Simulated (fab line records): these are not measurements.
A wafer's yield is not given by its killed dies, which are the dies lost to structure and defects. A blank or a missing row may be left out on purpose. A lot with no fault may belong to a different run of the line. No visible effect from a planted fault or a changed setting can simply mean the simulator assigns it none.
Chamber matching	flow nand harc	NHARC_A_STAIRCASE_DEP_156 on pecvd-03 has 3 sister chambers
The step deposits SiNx, target thk 50 nm. 6 wafers are shown with their chamber, then 8 later ones without.

## WAFERS WITH THEIR CHAMBER
wafer	chamber	heater power w (W)
L081.5	0	635
L082.5	0	690
L085.1	1	787
L085.3	2	730
L085.4	1	768
L088.1	2	740

## WAFERS WITH NO CHAMBER GIVEN
wafer	heater power w (W)
L088.2	714
L088.5	629
L093.2	757
L093.5	748
L093.6	647
L095.1	618
L095.2	771
L095.5	595

## EACH ONE'S CHAMBER
wafer	from the rows above	in truth
L088.2	can't be placed: 2 or 0 or 1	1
L088.5	0	0
L093.2	can't be placed: 1 or 2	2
L093.5	can't be placed: 2 or 1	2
L093.6	0	0
L095.1	0	0
L095.2	can't be placed: 1 or 2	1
L095.5	0	0
Placed correctly: 4 of 8. Not placeable from these rows: 4 (in 4, the candidates include the true chamber). Number placed wrongly: 0.
How it was worked out, from the rows above alone: a wafer's distance from a chamber is the root of the sum, over the readings, of the square of ((its reading less the chamber's mean) divided by the reading's scatter). The wafer belongs to the nearest chamber; if the next one is less than 2 further off, it can't be placed. Each chamber's mean is taken over the wafers shown for it. The scatter: the root of (the sum of the squares of (reading less its chamber's mean) over the shown wafers, divided by (wafers less chambers)).
